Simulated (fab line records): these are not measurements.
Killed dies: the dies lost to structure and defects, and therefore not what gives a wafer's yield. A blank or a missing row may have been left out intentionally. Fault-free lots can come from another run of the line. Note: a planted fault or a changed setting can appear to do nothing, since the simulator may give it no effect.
Matching of chambers + flow nand-harc + NHARC_P_CONTACT_CMP_24 on cmp-03 has 4 sister chambers
The step polishes, t overpolish 30 s, target thk 200 nm. 8 wafers are shown with their chamber, then 8 later ones without.

WAFERS PAIRED WITH THEIR CHAMBERS
| wafer  | chamber | motor-current-A (A) | time-to-endpoint-s (s) |
|--------|---------|---------------------|------------------------|
| L082.1 | 1       | 11.0                | 42.5                   |
| L083.2 | 0       | 10.5                | 35.7                   |
| L083.3 | 1       | 10.8                | 39.6                   |
| L083.4 | 3       | 11.6                | 39.6                   |
| L086.3 | 0       | 9.9                 | 38.1                   |
| L086.4 | 2       | 10.5                | 38.2                   |
| L086.5 | 2       | 11.6                | 39.0                   |
| L088.1 | 3       | 11.6                | 42.1                   |

WAFERS WITHOUT THEIR CHAMBER
| wafer  | motor-current-A (A) | time-to-endpoint-s (s) |
|--------|---------------------|------------------------|
| L088.4 | 11.1                | 38.7                   |
| L088.5 | 10.9                | 36.4                   |
| L095.1 | 11.4                | 37.9                   |
| L095.2 | 11.6                | 37.0                   |
| L095.5 | 10.1                | 37.8                   |
| L096.1 | 10.5                | 35.3                   |
| L096.2 | 12.0                | 40.6                   |
| L096.3 | 10.9                | 36.3                   |

CHAMBER TAKEN BY EACH
| wafer  | from the rows above               | in truth |
|--------|-----------------------------------|----------|
| L088.4 | can't be placed: 2 or 1 or 3      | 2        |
| L088.5 | can't be placed: 2 or 0 or 1 or 3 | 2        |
| L095.1 | can't be placed: 2 or 3 or 1 or 0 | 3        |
| L095.2 | can't be placed: 2 or 3 or 1 or 0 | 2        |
| L095.5 | can't be placed: 0 or 2           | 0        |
| L096.1 | can't be placed: 0 or 2           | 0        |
| L096.2 | can't be placed: 3 or 2 or 1      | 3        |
| L096.3 | can't be placed: 2 or 0 or 1 or 3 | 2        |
Correctly placed: 0 of 8. Can't be placed from these rows: 8 (the true chamber is among the candidates in 8). Placed wrongly: 0.
How it was worked out, from the rows above alone: a wafer's distance from a chamber is the root of the sum, over the readings, of the square of ((its reading less the chamber's mean) divided by the reading's scatter). The wafer belongs to the nearest chamber; if the next one is less than 2 further off, it can't be placed. The mean given for a chamber averages the wafers shown for that chamber. The scatter: the root of (the sum of the squares of (reading less its chamber's mean) over the shown wafers, divided by (wafers less chambers)).
